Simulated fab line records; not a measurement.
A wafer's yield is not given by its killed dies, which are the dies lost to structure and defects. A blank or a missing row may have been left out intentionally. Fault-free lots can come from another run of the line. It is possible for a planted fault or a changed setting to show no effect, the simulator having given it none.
fab line records	flow n5-finfet
[record] lots = 24	wafers = 72	last-day = 18
route steps=1938 shown BEOL_M9@1434 BEOL_M10@1471 BEOL_M11@1537 BEOL_M12@1614
lots untouched by any fault: they come from a run of this same line in which no faults occurred
start-h: start of the lot's first displayed wafer, in hours after the record's first day	wait-h: time in hours since the lot's previous step	" unchanged from the row above	L1.1+2: several wafers, shown together as one row	- no value, or no start given	* or withheld: withheld	< > ~ a bound
route shown NAME@n: a module of which the file shows steps, and the number in the route of the first	usual: the fault-free wafers' mean and standard deviation	same: alike in all rows	chamber/n: place in a boat	sites: the reading at each site	_std_site: how widely they spread, as a standard deviation	_edge_site: the outer-site mean with the inner-site mean subtracted	radius-mm: for every site, how far away it sits from the centre of the wafer	mask NAME#n: copy n	behind: the tool/chamber that last shaped the wafer	hold: reason for holding the lot/hours on hold/outcome of the hold	device: names the non-switching transistor (n, p or np)	end of line: the route-end tests of the same wafers	a step with no rows: only its recipe	killed: dies lost to structure and defects at the first sort, not the wafer's yield	map: a wafer's dies, x killed, . not, _ none there
set.NAME: setting as actually run; set.NAME@STEP: the setting as run at that earlier step	model.NAME: the simulator's own value behind a step, which no gauge read
steps of the route over a sample of lots; a table a step, a row a wafer
services: when a tool's chamber went out of use (start-h, in hours from the record's first day, below 0 if earlier), for how many hours, and the reason
[[steps]]
[step N5_BEOL_M9_CD_MEAS_28]
[recipe] target-cd-nm = 70	landing-energy-ev = 500	detector = se-inlens	polarity = opening
[usual] cd-nm = 70.01/0.27
lot.wafer	tool	chamber	start-h	wait-h	cd-nm
L074.3	cd-sem-03	0	246.67	-	70.05
L074.4	"	0	"	"	69.88
L074.5	"	0	"	"	69.79
L076.1	cd-sem-03	0	249.79	-	70.04
L076.2	"	0	"	"	69.79
L076.5	"	0	"	"	70.07
L075.3	cd-sem-03	0	252.13	-	70.24
L075.4	"	0	"	"	69.72
L075.6	"	0	"	"	70.05
L079.1	cd-sem-03	0	252.83	-	70.43
L079.3	"	0	"	"	70.44
L079.5	"	0	"	"	70.42
L081.1	cd-sem-01	0	259.94	-	70.18
L081.3	"	0	"	"	70.00
L081.6	"	0	"	"	70.33
L082.1	cd-sem-01	0	260.42	-	70.32
L082.4	"	0	"	"	70.23
L082.5	"	0	"	"	70.55
L077.1	cd-sem-03	0	263.31	-	70.46
L077.3	"	0	"	"	70.20
L077.6	"	0	"	"	70.13
L080.1	cd-sem-01	0	266.67	-	69.62
L080.4	"	0	"	"	70.16
L080.5	"	0	"	"	69.39
L078.1	cd-sem-02	0	291.28	-	69.98
L078.4	"	0	"	"	70.06
L078.5	"	0	"	"	69.93
L083.3	cd-sem-02	0	298.48	-	70.40
L083.5	"	0	"	"	70.10
L083.6	"	0	"	"	69.59
L084.2	cd-sem-01	0	298.52	-	69.45
L084.5	"	0	"	"	69.81
L084.6	"	0	"	"	69.64
L086.2	cd-sem-02	0	298.56	-	70.41
L086.3	"	0	"	"	69.93
L086.6	"	0	"	"	70.25
L085.2	cd-sem-01	0	298.60	-	70.00
L085.3	"	0	"	"	70.14
L085.5	"	0	"	"	69.88
L089.1	cd-sem-02	0	322.10	-	69.87
L089.3	"	0	"	"	69.87
L089.5	"	0	"	"	70.19
L088.1	cd-sem-02	0	322.35	-	70.08
L088.2	"	0	"	"	69.71
L088.3	"	0	"	"	69.75
L087.3	cd-sem-01	0	325.24	-	69.75
L087.4	"	0	"	"	69.49
L087.5	"	0	"	"	69.81
L090.1	cd-sem-01	0	325.41	-	70.18
L090.2	"	0	"	"	70.04
L090.6	"	0	"	"	70.02
L091.1	cd-sem-01	0	338.55	-	70.41
L091.4	"	0	"	"	70.30
L091.5	"	0	"	"	70.41
L092.2	cd-sem-01	0	342.23	-	69.60
L092.4	"	0	"	"	69.99
L092.6	"	0	"	"	69.60
L093.2	cd-sem-01	0	346.75	-	70.14
L093.3	"	0	"	"	70.03
L093.6	"	0	"	"	69.96
L094.1	cd-sem-01	0	349.29	-	70.01
L094.2	"	0	"	"	70.29
L094.4	"	0	"	"	69.85
L095.4	cd-sem-03	0	358.59	-	69.78
L095.5	"	0	"	"	69.42
L095.6	"	0	"	"	69.94
L097.2	cd-sem-01	0	372.26	-	69.77
L097.3	"	0	"	"	69.67
L097.6	"	0	"	"	69.91
L096.1	cd-sem-03	0	372.44	-	69.85
L096.3	"	0	"	"	69.76
L096.5	"	0	"	"	70.25
[step N5_BEOL_M10_CURE_71]
[recipe] temp-c = 385	time-s = 240	ambient = He/Ar	material = SiCOH_lowk
[usual] lamp-power-pct = 52.31/0.055	wafer_temp_C_max = 387.1/0.65
lot.wafer	tool	chamber	start-h	wait-h	lamp-power-pct	wafer_temp_C_max
L074.3	uv-cure-01	1	252.83	0.2	52.30	386.4
L074.4	"	1	"	"	52.29	386.0
L074.5	"	1	"	"	52.23	386.5
L076.1	uv-cure-01	1	256.45	0.0	52.37	386.3
L076.2	"	1	"	"	52.27	386.6
L076.5	"	1	"	"	52.32	386.0
L075.3	uv-cure-03	0	257.00	0.2	52.34	386.8
L075.4	"	0	"	"	52.28	386.1
L075.6	"	0	"	"	52.33	386.3
L079.1	uv-cure-03	1	259.36	0.0	52.28	387.2
L079.3	"	1	"	"	52.35	388.3
L079.5	"	1	"	"	52.30	387.2
L081.1	uv-cure-02	2	265.26	0.9	52.31	387.0
L081.3	"	2	"	"	52.28	387.0
L081.6	"	2	"	"	52.39	386.8
L082.1	uv-cure-02	0	266.28	0.3	52.24	386.9
L082.4	"	0	"	"	52.31	387.8
L082.5	"	0	"	"	52.39	387.8
L077.1	uv-cure-02	0	267.15	0.0	52.36	387.0
L077.3	"	0	"	"	52.31	387.5
L077.6	"	0	"	"	52.27	388.0
L080.1	uv-cure-01	1	269.75	0.0	52.23	385.8
L080.4	"	1	"	"	52.21	386.4
L080.5	"	1	"	"	52.15	386.3
L078.1	uv-cure-03	1	294.47	0.0	52.24	388.0
L078.4	"	1	"	"	52.30	387.2
L078.5	"	1	"	"	52.37	387.6
L083.3	uv-cure-03	2	301.62	0.2	52.31	387.7
L083.5	"	2	"	"	52.26	387.0
L083.6	"	2	"	"	52.32	386.8
L084.2	uv-cure-02	0	301.92	0.2	52.29	387.7
L084.5	"	0	"	"	52.33	387.3
L084.6	"	0	"	"	52.26	387.2
L085.2	uv-cure-01	0	303.11	0.1	52.37	386.7
L085.3	"	0	"	"	52.36	387.6
L085.5	"	0	"	"	52.43	386.8
L086.2	uv-cure-03	1	303.37	0.2	52.18	387.4
L086.3	"	1	"	"	52.31	388.7
L086.6	"	1	"	"	52.33	388.1
L089.1	uv-cure-02	2	326.91	0.5	52.32	386.8
L089.3	"	2	"	"	52.36	386.9
L089.5	"	2	"	"	52.33	386.6
L088.1	uv-cure-03	0	327.74	0.5	52.33	386.8
L088.2	"	0	"	"	52.24	386.1
L088.3	"	0	"	"	52.37	385.6
L087.3	uv-cure-03	1	328.86	0.5	52.34	387.0
L087.4	"	1	"	"	52.24	387.6
L087.5	"	1	"	"	52.31	388.4
L090.1	uv-cure-02	0	329.43	0.3	52.36	387.7
L090.2	"	0	"	"	52.22	387.3
L090.6	"	0	"	"	52.27	387.8
L091.1	uv-cure-01	0	342.33	0.0	52.18	386.8
L091.4	"	0	"	"	52.27	387.3
L091.5	"	0	"	"	52.22	386.9
L092.2	uv-cure-02	1	345.48	0.1	52.27	386.8
L092.4	"	1	"	"	52.26	386.9
L092.6	"	1	"	"	52.30	387.7
L093.2	uv-cure-01	0	350.57	0.1	52.32	387.0
L093.3	"	0	"	"	52.30	386.1
L093.6	"	0	"	"	52.29	387.1
L094.1	uv-cure-03	2	352.14	0.0	52.26	386.7
L094.2	"	2	"	"	52.31	386.7
L094.4	"	2	"	"	52.27	387.1
L095.4	uv-cure-02	0	361.68	0.3	52.31	387.9
L095.5	"	0	"	"	52.31	387.0
L095.6	"	0	"	"	52.45	387.7
L097.2	uv-cure-02	1	375.24	0.1	52.36	386.6
L097.3	"	1	"	"	52.36	386.1
L097.6	"	1	"	"	52.39	386.6
L096.1	uv-cure-01	1	375.46	0.0	52.30	386.1
L096.3	"	1	"	"	52.35	386.1
L096.5	"	1	"	"	52.31	386.1
[step N5_BEOL_M10_STRIP_19]
[recipe] chemistry = O2	power-w = 400	temp-c = 40	pressure-mtorr = 30	rf-frequency-hz = 6e+07	bias-power-w = 0	overash-fraction = 0.2	o2-flow-sccm = 225
[usual] drypump-motor-current-A = 5.7/0.41	oes-product-au = 0.82/0.074	rf-vpp-V = 3.6/0.59	showerhead-plenum-p-Torr = 2.09/0.077	throttle-valve-pct = 16.65/0.21
lot.wafer	tool	chamber	start-h	wait-h	drypump-motor-current-A	oes-product-au	rf-hours-counter-h	rf-vpp-V	showerhead-plenum-p-Torr	throttle-valve-pct
L074.3	rie-diel-01	2	254.51	0.1	5.8	0.86	55	2.8	2.07	16.79
L074.4	"	2	"	"	5.8	0.86	-	4.1	2.07	16.82
L074.5	"	1	"	"	6.4	0.90	-	3.2	2.06	16.53
L076.1	rie-diel-06	2	259.64	0.1	4.9	0.88	69	4.1	2.12	16.81
L076.2	"	0	"	"	5.7	0.75	145	3.8	1.99	16.36
L076.5	"	0	"	"	5.7	0.76	-	3.1	1.99	16.33
L075.3	rie-diel-01	2	259.78	0.1	5.8	0.86	56	4.2	2.06	16.83
L075.4	"	1	"	"	6.3	0.90	27	4.2	2.06	16.52
L075.6	"	1	"	"	6.3	0.90	-	4.1	2.06	16.53
L079.1	rie-diel-01	3	261.83	0.1	6.1	0.79	104	4.2	2.03	16.31
L079.3	"	1	"	"	6.3	0.90	28	3.5	2.06	16.52
L079.5	"	2	"	"	5.8	0.86	-	4.2	2.06	16.83
L081.1	rie-diel-01	0	268.73	0.2	4.8	0.93	4	3.8	2.05	16.66
L081.3	"	3	"	"	6.1	0.79	107	2.7	2.03	16.34
L081.6	"	2	"	"	5.8	0.85	-	4.4	2.06	16.81
L082.1	rie-diel-01	3	268.91	0.1	6.1	0.80	107	2.8	2.03	16.33
L082.4	"	0	"	"	4.8	0.94	4	4.8	2.05	16.68
L082.5	"	3	"	"	6.1	0.80	-	3.4	2.03	16.34
L077.1	rie-diel-03	2	268.94	0.1	5.8	0.95	11	3.9	2.25	16.67
L077.3	"	3	"	"	5.8	0.78	126	3.4	2.12	16.92
L077.6	"	1	"	"	5.9	0.88	-	3.1	2.15	16.35
L080.1	rie-diel-03	2	272.10	0.1	5.8	0.94	12	3.3	2.25	16.66
L080.4	"	0	"	"	5.2	0.69	217	3.3	1.98	16.65
L080.5	"	0	"	"	5.2	0.69	-	1.8	1.98	16.63
L078.1	rie-diel-03	1	296.75	0.1	5.9	0.86	54	4.8	2.15	16.36
L078.4	"	3	"	"	5.8	0.76	137	3.2	2.12	16.95
L078.5	"	1	"	"	5.9	0.85	-	3.7	2.15	16.35
L083.3	rie-diel-01	2	305.16	0.1	5.8	0.84	73	2.9	2.06	16.83
L083.5	"	0	"	"	4.8	0.90	-	2.5	2.05	16.70
L083.6	"	1	"	"	6.3	0.87	-	4.1	2.05	16.56
L084.2	rie-diel-03	1	305.45	0.2	5.8	0.85	58	4.0	2.15	16.35
L084.5	"	2	"	"	5.8	0.91	-	3.3	2.24	16.67
L084.6	"	3	"	"	5.8	0.75	-	4.3	2.12	16.94
L085.2	rie-diel-01	1	305.45	0.1	6.3	0.87	43	3.9	2.05	16.58
L085.3	"	3	"	"	6.0	0.79	119	4.3	2.02	16.37
L085.5	"	3	"	"	6.1	0.79	-	3.7	2.02	16.36
L086.2	rie-diel-03	2	305.59	0.1	5.8	0.91	25	2.6	2.24	16.67
L086.3	"	3	"	"	5.8	0.77	139	2.4	2.12	16.95
L086.6	"	3	"	"	5.8	0.76	-	2.6	2.12	16.97
L089.1	rie-diel-01	2	329.09	0.1	5.8	0.82	80	5.7	2.06	16.86
L089.3	"	3	"	"	6.1	0.78	126	3.8	2.02	16.37
L089.5	"	1	"	"	6.3	0.85	-	4.0	2.05	16.56
L088.1	rie-diel-03	1	329.72	0.1	5.9	0.84	67	3.9	2.15	16.39
L088.2	"	3	"	"	5.8	0.76	149	4.2	2.12	16.98
L088.3	"	0	"	"	5.2	0.67	239	3.4	1.97	16.68
L087.3	rie-diel-03	2	331.70	0.1	5.8	0.90	34	3.3	2.24	16.70
L087.4	"	1	"	"	5.9	0.84	67	3.6	2.15	16.36
L087.5	"	0	"	"	5.2	0.68	-	3.4	1.97	16.68
L090.1	rie-diel-01	1	332.57	0.2	6.3	0.85	52	3.2	2.05	16.58
L090.2	"	3	"	"	6.1	0.78	128	4.3	2.02	16.38
L090.6	"	1	"	"	6.3	0.84	-	4.3	2.05	16.57
L091.1	rie-diel-01	3	344.89	0.1	6.1	0.77	134	4.2	2.02	16.38
L091.4	"	1	"	"	6.3	0.84	57	3.4	2.05	16.57
L091.5	"	2	"	"	5.8	0.82	-	3.6	2.05	16.87
L092.2	rie-diel-01	3	348.53	0.1	6.1	0.77	135	4.0	2.02	16.39
L092.4	"	2	"	"	5.8	0.82	89	3.6	2.05	16.87
L092.6	"	2	"	"	5.8	0.82	-	3.5	2.05	16.89
L093.2	rie-diel-03	3	352.15	0.1	5.8	0.74	156	4.2	2.11	16.99
L093.3	"	1	"	"	5.9	0.83	75	3.7	2.14	16.40
L093.6	"	0	"	"	5.2	0.66	-	3.4	1.97	16.70
L094.1	rie-diel-03	1	356.62	0.1	5.9	0.82	76	3.3	2.14	16.43
L094.2	"	0	"	"	5.2	0.66	248	3.3	1.97	16.72
L094.4	"	2	"	"	5.8	0.88	42	3.1	2.24	16.73
L095.4	rie-diel-01	2	364.26	0.1	5.8	0.82	94	2.7	2.05	16.89
L095.5	"	3	"	"	6.1	0.77	-	4.4	2.02	16.38
L095.6	"	0	"	"	4.8	0.86	-	3.3	2.04	16.74
L097.2	rie-diel-03	2	379.53	0.3	5.8	0.86	55	3.6	2.23	16.73
L097.3	"	1	"	"	5.8	0.81	89	3.8	2.14	16.42
L097.6	"	1	"	"	5.9	0.81	-	3.8	2.14	16.44
L096.1	rie-diel-03	2	379.57	0.2	5.9	0.87	55	3.4	2.23	16.74
L096.3	"	1	"	"	5.8	0.81	89	3.0	2.14	16.43
L096.5	"	2	"	"	5.8	0.87	-	3.8	2.23	16.75
[step N5_BEOL_M10_STRIP_36]
[recipe] chemistry = N2/H2	power-w = 450	temp-c = 40	pressure-mtorr = 20	rf-frequency-hz = 6e+07	overash-fraction = 0.3	bias-power-w = 7	h2-frac = 0.5	n2-flow-sccm = 200	h2-flow-sccm = 200
[usual] drypump-motor-current-A = 5.7/0.44	oes-product-au = 0.83/0.08	rf-vpp-V = 59.0/2	showerhead-plenum-p-Torr = 2.50/0.077	throttle-valve-pct = 23.6/0.31
lot.wafer	tool	chamber	start-h	wait-h	drypump-motor-current-A	oes-product-au	rf-hours-counter-h	rf-vpp-V	showerhead-plenum-p-Torr	throttle-valve-pct
L074.3	rie-diel-03	0	258.22	0.0	5.2	0.70	213	53.9	2.43	23.9
L074.4	"	1	"	"	5.8	0.88	41	57.8	2.58	23.0
L074.5	"	2	"	"	5.9	0.94	-	63.7	2.71	23.7
L076.1	rie-diel-03	1	260.63	0.0	5.9	0.90	42	58.0	2.58	23.1
L076.2	"	3	"	"	5.8	0.79	124	62.7	2.56	23.9
L076.5	"	1	"	"	5.9	0.88	-	61.7	2.58	23.0
L075.3	rie-diel-06	1	260.69	0.0	5.8	0.68	242	58.2	2.48	23.7
L075.4	"	2	"	"	4.9	0.86	-	61.4	2.57	24.0
L075.6	"	1	"	"	5.8	0.68	-	57.3	2.48	23.7
L079.1	rie-diel-01	0	263.65	0.0	4.9	0.94	2	58.6	2.49	23.8
L079.3	"	3	"	"	6.1	0.80	105	58.9	2.45	23.3
L079.5	"	1	"	"	6.3	0.90	-	58.8	2.46	23.2
L082.1	rie-diel-01	1	270.46	0.0	6.3	0.88	31	58.5	2.46	23.3
L082.4	"	2	"	"	5.8	0.84	61	57.3	2.45	23.6
L082.5	"	3	"	"	6.1	0.80	-	54.9	2.45	23.3
L077.1	rie-diel-01	0	270.93	0.0	4.8	0.94	5	60.7	2.49	23.8
L077.3	"	2	"	"	5.8	0.84	61	58.9	2.45	23.6
L077.6	"	0	"	"	4.9	0.94	-	57.8	2.49	23.8
L081.1	rie-diel-03	0	270.95	0.0	5.2	0.70	216	57.4	2.42	23.9
L081.3	"	1	"	"	5.9	0.87	44	55.9	2.58	23.0
L081.6	"	3	"	"	5.8	0.78	-	62.3	2.56	23.9
L080.1	rie-diel-06	3	274.38	0.0	6.0	0.96	5	58.6	2.49	23.6
L080.4	"	2	"	"	4.9	0.87	75	59.2	2.57	24.0
L080.5	"	1	"	"	5.8	0.67	-	58.3	2.48	23.7
L078.1	rie-diel-06	0	299.08	0.0	5.8	0.75	161	57.1	2.42	23.2
L078.4	"	2	"	"	4.9	0.85	85	62.5	2.57	24.0
L078.5	"	0	"	"	5.8	0.74	-	58.2	2.42	23.2
L084.2	rie-diel-06	3	308.32	0.0	6.0	0.91	18	59.1	2.48	23.6
L084.5	"	2	"	"	4.9	0.85	-	59.1	2.57	24.0
L084.6	"	3	"	"	6.0	0.93	-	55.8	2.48	23.6
L086.2	rie-diel-03	3	309.62	0.0	5.8	0.76	140	57.5	2.55	23.9
L086.3	"	1	"	"	5.9	0.85	58	58.2	2.58	23.1
L086.6	"	0	"	"	5.2	0.68	-	59.3	2.42	23.9
L083.3	rie-diel-06	0	309.79	0.0	5.8	0.73	165	61.3	2.41	23.2
L083.5	"	0	"	"	5.8	0.75	-	61.1	2.41	23.2
L083.6	"	1	"	"	5.8	0.92	-	61.3	2.47	23.4
L085.2	rie-diel-01	2	310.30	0.0	5.8	0.82	74	57.2	2.45	23.6
L085.3	"	0	"	"	4.8	0.88	17	61.7	2.49	23.8
L085.5	"	1	"	"	6.3	0.87	-	64.0	2.45	23.2
L089.1	rie-diel-06	0	330.93	0.0	5.8	0.73	173	61.8	2.41	23.2
L089.3	"	2	"	"	4.9	0.84	99	55.6	2.56	24.0
L089.5	"	2	"	"	4.9	0.83	-	58.8	2.56	24.1
L088.1	rie-diel-01	1	331.10	0.0	6.3	0.85	51	58.5	2.45	23.2
L088.2	"	0	"	"	4.9	0.89	24	58.1	2.49	23.8
L088.3	"	2	"	"	5.8	0.81	81	58.7	2.44	23.6
L087.3	rie-diel-03	1	332.68	0.0	5.9	0.83	68	54.6	2.57	23.1
L087.4	"	2	"	"	5.8	0.91	34	57.4	2.70	23.7
L087.5	"	3	"	"	5.8	0.75	-	59.8	2.55	24.0
L090.1	rie-diel-03	3	335.65	0.0	5.8	0.75	151	56.4	2.55	24.0
L090.2	"	2	"	"	5.9	0.90	35	60.4	2.70	23.7
L090.6	"	3	"	"	5.8	0.76	-	60.9	2.55	24.0
L091.1	rie-diel-06	2	347.75	0.0	4.9	0.84	106	57.4	2.56	24.0
L091.4	"	3	"	"	6.0	0.89	35	63.6	2.48	23.6
L091.5	"	3	"	"	6.0	0.88	-	59.7	2.48	23.6
L092.2	rie-diel-01	1	349.96	0.0	6.3	0.85	59	60.1	2.45	23.2
L092.4	"	3	"	"	6.1	0.78	135	56.2	2.44	23.3
L092.6	"	2	"	"	5.8	0.81	-	62.1	2.44	23.6
L093.2	rie-diel-06	3	355.67	0.0	6.0	0.88	37	59.6	2.48	23.6
L093.3	"	0	"	"	5.7	0.72	182	57.8	2.41	23.2
L093.6	"	3	"	"	6.0	0.86	-	56.7	2.48	23.6
L094.1	rie-diel-06	1	358.99	0.0	5.8	0.89	24	55.3	2.47	23.5
L094.2	"	0	"	"	5.8	0.75	183	58.4	2.41	23.2
L094.4	"	3	"	"	6.0	0.90	38	59.7	2.48	23.6
L095.4	rie-diel-03	2	365.89	0.0	5.9	0.86	-	57.5	2.69	23.7
L095.5	"	3	"	"	5.8	0.74	-	59.1	2.54	24.0
L095.6	"	1	"	"	5.9	0.81	-	61.6	2.56	23.0
L096.1	rie-diel-06	1	381.78	0.0	5.7	0.88	35	60.7	2.46	23.5
L096.3	"	0	"	"	5.8	0.72	193	60.5	2.40	23.2
L096.5	"	1	"	"	5.8	0.89	-	59.7	2.46	23.5
L097.2	rie-diel-01	2	381.95	0.0	5.8	0.81	95	57.7	2.44	23.6
L097.3	"	1	"	"	6.3	0.82	65	60.5	2.44	23.3
L097.6	"	1	"	"	6.3	0.81	-	58.7	2.44	23.3
[step N5_BEOL_M11_CURE_71]
[recipe] temp-c = 385	time-s = 240	ambient = He/Ar	material = SiCOH_lowk
[usual] lamp-power-pct = 52.31/0.061	wafer_temp_C_max = 387.1/0.65
lot.wafer	tool	chamber	start-h	wait-h	lamp-power-pct	wafer_temp_C_max
L074.3	uv-cure-01	0	262.62	0.3	52.34	386.5
L074.4	"	0	"	"	52.44	386.9
L074.5	"	0	"	"	52.38	387.4
L076.1	uv-cure-01	2	265.46	0.4	52.35	386.6
L076.2	"	2	"	"	52.26	386.6
L076.5	"	2	"	"	52.28	386.6
L075.3	uv-cure-02	0	265.96	0.2	52.32	387.3
L075.4	"	0	"	"	52.28	387.2
L075.6	"	0	"	"	52.37	387.3
L079.1	uv-cure-03	1	266.88	0.0	52.28	387.5
L079.3	"	1	"	"	52.23	387.7
L079.5	"	1	"	"	52.24	388.1
L082.1	uv-cure-02	2	273.01	0.0	52.40	386.8
L082.4	"	2	"	"	52.24	387.5
L082.5	"	2	"	"	52.30	387.1
L077.1	uv-cure-01	1	275.92	0.0	52.33	385.9
L077.3	"	1	"	"	52.31	386.6
L077.6	"	1	"	"	52.27	386.0
L081.1	uv-cure-03	2	276.03	0.0	52.37	387.2
L081.3	"	2	"	"	52.28	386.4
L081.6	"	2	"	"	52.53	386.4
L080.1	uv-cure-03	2	277.42	0.0	52.28	387.4
L080.4	"	2	"	"	52.25	387.5
L080.5	"	2	"	"	52.22	387.9
L078.1	uv-cure-02	2	302.72	0.5	52.28	386.4
L078.4	"	2	"	"	52.34	386.9
L078.5	"	2	"	"	52.33	386.5
L084.2	uv-cure-02	0	311.55	0.2	52.28	388.0
L084.5	"	0	"	"	52.20	387.4
L084.6	"	0	"	"	52.33	388.5
L086.2	uv-cure-03	1	312.91	0.2	52.27	387.9
L086.3	"	1	"	"	52.34	387.1
L086.6	"	1	"	"	52.26	389.2
L083.3	uv-cure-01	2	313.24	0.2	52.39	387.2
L083.5	"	2	"	"	52.27	386.8
L083.6	"	2	"	"	52.27	388.1
L085.2	uv-cure-03	1	313.44	0.1	52.29	387.6
L085.3	"	1	"	"	52.30	388.5
L085.5	"	1	"	"	52.36	388.2
L089.1	uv-cure-03	1	334.35	0.0	52.28	386.9
L089.3	"	1	"	"	52.27	387.5
L089.5	"	1	"	"	52.33	387.2
L088.1	uv-cure-02	1	334.41	0.0	52.31	386.8
L088.2	"	1	"	"	52.44	386.6
L088.3	"	1	"	"	52.31	387.7
L087.3	uv-cure-03	2	336.67	0.3	52.35	387.1
L087.4	"	2	"	"	52.21	387.0
L087.5	"	2	"	"	52.22	387.4
L090.1	uv-cure-03	1	340.01	0.0	52.41	387.4
L090.2	"	1	"	"	52.36	387.6
L090.6	"	1	"	"	52.31	387.7
L091.1	uv-cure-02	0	351.53	0.1	52.21	387.6
L091.4	"	0	"	"	52.25	387.5
L091.5	"	0	"	"	52.30	387.1
L092.2	uv-cure-02	2	352.77	0.1	52.31	386.8
L092.4	"	2	"	"	52.30	388.2
L092.6	"	2	"	"	52.27	386.6
L093.2	uv-cure-01	2	360.14	0.1	52.29	386.7
L093.3	"	2	"	"	52.29	386.9
L093.6	"	2	"	"	52.36	387.8
L094.1	uv-cure-01	1	361.99	0.0	52.27	386.0
L094.2	"	1	"	"	52.26	385.8
L094.4	"	1	"	"	52.36	385.9
L095.4	uv-cure-03	2	370.34	0.3	52.22	386.2
L095.5	"	2	"	"	52.36	387.0
L095.6	"	2	"	"	52.30	388.3
L096.1	uv-cure-03	1	385.03	0.0	52.31	387.9
L096.3	"	1	"	"	52.28	388.1
L096.5	"	1	"	"	52.40	387.1
L097.2	uv-cure-02	0	385.46	0.4	52.39	388.1
L097.3	"	0	"	"	52.42	387.8
L097.6	"	0	"	"	52.36	388.1
[step N5_BEOL_M12_INSPECT_12]
[recipe] mode = adi	inspect-instrument = macro
[usual] raw-defect-count = 2.0/1.4
lot.wafer	tool	chamber	start-h	wait-h	raw-defect-count
L074.3	defect-inspect-02	-	272.04	0.0	4
L074.4	"	-	"	"	3
L074.5	"	-	"	"	5
L075.3	defect-inspect-01	-	273.19	0.0	2
L075.4	"	-	"	"	1
L075.6	"	-	"	"	2
L076.1	defect-inspect-01	-	276.13	0.0	1
L076.2	"	-	"	"	2
L076.5	"	-	"	"	2
L079.1	defect-inspect-02	-	276.29	0.0	2
L079.3	"	-	"	"	1
L079.5	"	-	"	"	0
L082.1	defect-inspect-02	-	282.50	0.0	0
L082.4	"	-	"	"	1
L082.5	"	-	"	"	4
L081.1	defect-inspect-01	-	283.54	0.0	0
L081.3	"	-	"	"	4
L081.6	"	-	"	"	4
L077.1	defect-inspect-02	-	283.82	0.0	1
L077.3	"	-	"	"	0
L077.6	"	-	"	"	3
L080.1	defect-inspect-01	-	285.61	0.0	2
L080.4	"	-	"	"	0
L080.5	"	-	"	"	1
L078.1	defect-inspect-01	-	312.12	0.0	2
L078.4	"	-	"	"	1
L078.5	"	-	"	"	1
L084.2	defect-inspect-02	-	319.55	0.0	0
L084.5	"	-	"	"	1
L084.6	"	-	"	"	0
L083.3	defect-inspect-01	-	320.42	0.0	1
L083.5	"	-	"	"	5
L083.6	"	-	"	"	1
L086.2	defect-inspect-02	-	320.81	0.0	3
L086.3	"	-	"	"	1
L086.6	"	-	"	"	2
L085.2	defect-inspect-01	-	321.48	0.0	0
L085.3	"	-	"	"	1
L085.5	"	-	"	"	3
L089.1	defect-inspect-02	-	343.17	0.0	2
L089.3	"	-	"	"	2
L089.5	"	-	"	"	5
L088.1	defect-inspect-01	-	344.79	0.0	3
L088.2	"	-	"	"	3
L088.3	"	-	"	"	3
L087.3	defect-inspect-02	-	345.47	0.0	2
L087.4	"	-	"	"	1
L087.5	"	-	"	"	2
L090.1	defect-inspect-02	-	352.25	0.0	2
L090.2	"	-	"	"	3
L090.6	"	-	"	"	3
L091.1	defect-inspect-01	-	362.07	0.0	0
L091.4	"	-	"	"	1
L091.5	"	-	"	"	2
L092.2	defect-inspect-02	-	364.02	0.0	1
L092.4	"	-	"	"	2
L092.6	"	-	"	"	5
L094.1	defect-inspect-01	-	368.65	0.0	4
L094.2	"	-	"	"	3
L094.4	"	-	"	"	2
L093.2	defect-inspect-01	-	368.98	0.0	1
L093.3	"	-	"	"	2
L093.6	"	-	"	"	2
L095.4	defect-inspect-01	-	382.83	0.0	1
L095.5	"	-	"	"	2
L095.6	"	-	"	"	2
L096.1	defect-inspect-01	-	392.94	0.0	1
L096.3	"	-	"	"	3
L096.5	"	-	"	"	1
L097.2	defect-inspect-01	-	393.44	0.0	1
L097.3	"	-	"	"	3
L097.6	"	-	"	"	3
[[services]]
tool	chamber	start-h	hours	kind
uv-cure-02	-	237.16	28.1	pm
rie-diel-01	0	238.87	-	clean
rie-diel-01	0	238.87	-	consumable-replace:focus-ring
rie-diel-01	0	238.87	17.9	scheduled-down
rie-diel-01	0	238.87	17.9	vent-cycle
rie-diel-06	3	242.28	-	clean
rie-diel-06	3	242.28	-	consumable-replace:focus-ring
rie-diel-06	3	242.28	19.6	scheduled-down
rie-diel-06	3	242.28	19.6	vent-cycle
rie-diel-06	1	282.21	-	clean
rie-diel-06	1	282.21	-	consumable-replace:focus-ring
rie-diel-06	1	282.21	13.8	scheduled-down
rie-diel-01	2	306.55	1.8	repair
uv-cure-02	-	316.90	6.8	repair
rie-diel-01	-	317.64	2.8	pm
uv-cure-01	-	324.70	12.8	repair
uv-cure-03	-	325.06	2.2	repair
uv-cure-02	-	332.43	1.0	pm
rie-diel-03	0	361.23	-	clean
rie-diel-03	0	361.23	-	consumable-replace:focus-ring
rie-diel-03	0	361.23	-	consumable-replace:showerhead
rie-diel-03	0	361.23	14.1	scheduled-down
rie-diel-03	0	361.23	14.1	vent-cycle
uv-cure-01	-	384.01	2.3	repair
[[key]]
fault none
